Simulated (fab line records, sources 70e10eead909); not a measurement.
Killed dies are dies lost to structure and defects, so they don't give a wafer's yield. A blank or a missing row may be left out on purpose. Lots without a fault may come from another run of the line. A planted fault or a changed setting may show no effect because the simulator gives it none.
Which tool did it? | flow nand_harc | 15 lots, 45 wafers sampled, at 5 steps of a route of 1302

WHAT THE GAUGES READ, wafer by wafer
NHARC_A_SOURCE_PLATE_THK_MEAS_09: measures by ellipsometry.
lot  | measured     | on            | thk_nm (nm)
L785 | day 7 11:54  | film_metro-01 | 9.0 8.2 9.3
L786 | day 7 17:56  | film_metro-01 | 11.0 9.4 9.9
L787 | day 8 10:51  | film_metro-02 | 9.7 10.4 10.4
L788 | day 8 10:51  | film_metro-01 | 9.0 9.1 9.6
L789 | day 8 23:29  | film_metro-01 | 9.8 9.3 9.7
L794 | day 11 01:50 | film_metro-02 | 8.5 8.1 9.5
L795 | day 11 01:50 | film_metro-01 | 10.0 9.4 9.0
L796 | day 12 02:01 | film_metro-01 | 10.1 9.4 9.7
L801 | day 13 21:49 | film_metro-01 | 9.7 9.1 9.7
L802 | day 14 10:44 | film_metro-02 | 9.0 8.3 10.0
L803 | day 14 14:28 | film_metro-02 | 10.5 10.4 10.4
L804 | day 15 12:52 | film_metro-02 | 9.4 9.9 10.4
L805 | day 15 17:44 | film_metro-02 | 10.5 10.8 8.1
L806 | day 15 17:44 | film_metro-01 | 9.3 10.8 9.2
L807 | day 16 08:24 | film_metro-02 | 10.4 9.0 10.8

NHARC_A_ONON_D1_THK_MEAS_08: measures by ellipsometry.
lot  | measured     | on            | thk_nm (nm)
L785 | day 8 02:46  | film_metro-02 | 990 991 993
L786 | day 8 08:59  | film_metro-01 | 1004 1005 1006
L787 | day 9 02:19  | film_metro-01 | 994 996 994
L788 | day 9 02:21  | film_metro-01 | 1015 1015 1014
L789 | day 9 15:38  | film_metro-01 | 991 990 991
L794 | day 11 16:32 | film_metro-02 | 1007 1008 1007
L795 | day 11 16:32 | film_metro-01 | 992 993 992
L796 | day 12 16:53 | film_metro-02 | 1003 1001 1003
L801 | day 14 13:41 | film_metro-01 | 983 984 983
L802 | day 15 01:20 | film_metro-02 | 1000 998 1000
L803 | day 15 05:13 | film_metro-01 | 1009 1008 1009
L804 | day 16 03:37 | film_metro-01 | 1004 1004 1003
L805 | day 16 08:46 | film_metro-02 | 1001 1002 1003
L806 | day 16 08:25 | film_metro-02 | 997 995 999
L807 | day 16 22:46 | film_metro-01 | 999 999 998

NHARC_A_ONON_D2_THK_MEAS_18: measures by ellipsometry.
lot  | measured     | on            | thk_nm (nm)
L785 | day 13 08:46 | film_metro-02 | 995 994 995
L786 | day 13 20:43 | film_metro-02 | 995 994 995
L787 | day 14 10:59 | film_metro-01 | 1008 1008 1010
L788 | day 14 17:51 | film_metro-02 | 984 983 980
L789 | day 14 17:50 | film_metro-01 | 997 997 998
L801 | day 19 11:30 | film_metro-02 | 1001 999 1003
L802 | day 19 23:04 | film_metro-01 | 1000 998 998
L803 | day 19 23:04 | film_metro-02 | 1001 1000 1002
L804 | day 21 01:11 | film_metro-02 | 1008 1007 1007
L805 | day 21 12:45 | film_metro-02 | 1004 1004 1005
L806 | day 21 12:46 | film_metro-01 | 1006 1004 1004
L807 | day 21 22:41 | film_metro-02 | 1009 1010 1009

NHARC_END_SORT_01.
lot  | measured     | on        | killed_at_array | killed_at_other | killed_at_periphery | killed_dies | killed_open | killed_short
L794 | day 28 15:27 | prober-02 | 670 676 672     | 3 0 1           | 4 1 4               | 677 677 677 | 4 2 5       | 2 2 6
L795 | day 28 06:17 | prober-01 | 668 671 674     | 3 2 1           | 6 4 2               | 677 677 677 | 1 7 1       | 3 4 4
L796 | day 29 14:40 | prober-01 | 673 674 668     | 0 0 2           | 4 3 7               | 677 677 677 | 5 2 2       | 2 1 1

WHICH TOOL RAN EACH LOT (tool, then ch and the chambers of the sampled wafers, then the start)
lot  | NHARC_A_DECK1_JOINT_CVD_12
L785 | lpcvd_poly-02 ch 0, day 11 17:51
L786 | lpcvd_poly-02 ch 0, day 12 06:59
L787 | lpcvd_poly-02 ch 0, day 12 16:15
L788 | lpcvd_poly-03 ch 0, day 12 22:16
L789 | lpcvd_poly-03 ch 0, day 13 01:34
L794 | lpcvd_poly-02, day 15 04:26
L795 | lpcvd_poly-02, day 15 04:26
L796 | lpcvd_poly-02, day 16 01:41
L801 | lpcvd_poly-02 ch 0, day 17 22:05
L802 | lpcvd_poly-02 ch 0, day 18 10:33
L803 | lpcvd_poly-02 ch 0, day 18 10:33
L804 | lpcvd_poly-03 ch 0, day 19 09:52
L805 | lpcvd_poly-02 ch 0, day 20 02:33
L806 | lpcvd_poly-03 ch 0, day 19 23:07
L807 | lpcvd_poly-03 ch 0, day 20 09:36
- NHARC_A_DECK1_JOINT_CVD_12: deposits poly-Si, target thk 90 nm, time 1800 s.

WHAT THE TOOLS THEMSELVES READ (means of the sampled wafers that have a number; where no wafer has one, the mark that the record gives instead)
NHARC_A_DECK1_JOINT_CVD_12.
lot  | tool          | pressure_mtorr (mTorr) | run_length_s (s)
L785 | lpcvd_poly-02 | 199.6                  | 1801.3
L786 | lpcvd_poly-02 | 199.6                  | 1801.0
L787 | lpcvd_poly-02 | 200.0                  | 1800.8
L788 | lpcvd_poly-03 | 200.1                  | 1802.1
L789 | lpcvd_poly-03 | 200.0                  | 1802.5
L794 | lpcvd_poly-02 | -                      | -
L795 | lpcvd_poly-02 | -                      | -
L796 | lpcvd_poly-02 | -                      | -
L801 | lpcvd_poly-02 | 200.3                  | 1800.9
L802 | lpcvd_poly-02 | 199.8                  | 1801.1
L803 | lpcvd_poly-02 | 199.9                  | 1800.9
L804 | lpcvd_poly-03 | 199.6                  | 1802.2
L805 | lpcvd_poly-02 | 200.2                  | 1800.8
L806 | lpcvd_poly-03 | 200.0                  | 1801.9
L807 | lpcvd_poly-03 | 200.1                  | 1801.6

THE ANSWER, worked out from the rows above alone
Rule: what is usual is taken from the lots themselves. Put in order of their means at a reading, lots are off if they are a third of the lots or fewer, leave a main group of 4 or more, and stand apart from it by a gap of 3 or more times the standard deviation of the main group's means; of several such gaps the widest counts. A main group whose means are all the same, to the digits that the tables above print for the reading, isn't used. A lot without any number at a reading at which 4 lots or more have one is off too. The other lots that the step has rows for count as sound. The gauges are gone through in route order, then the tools' own readings, and for those a lot's mean is taken as printed above. The first step at which some lot is off is used, and at that step the reading that is off furthest; a lot without a number counts as furthest.
Off: L794, L795, L796, at NHARC_A_DECK1_JOINT_CVD_12 (pressure_mtorr). Without a number there: L794, L795, L796. The main group: mean 199.9 mTorr, standard deviation 0.23.
A tool fits if, at that step or a process step before it, it ran every lot that is off, and no sound lot after the first of them. None of those tried fits.

WHAT THE SIMULATOR HAD PUT IN
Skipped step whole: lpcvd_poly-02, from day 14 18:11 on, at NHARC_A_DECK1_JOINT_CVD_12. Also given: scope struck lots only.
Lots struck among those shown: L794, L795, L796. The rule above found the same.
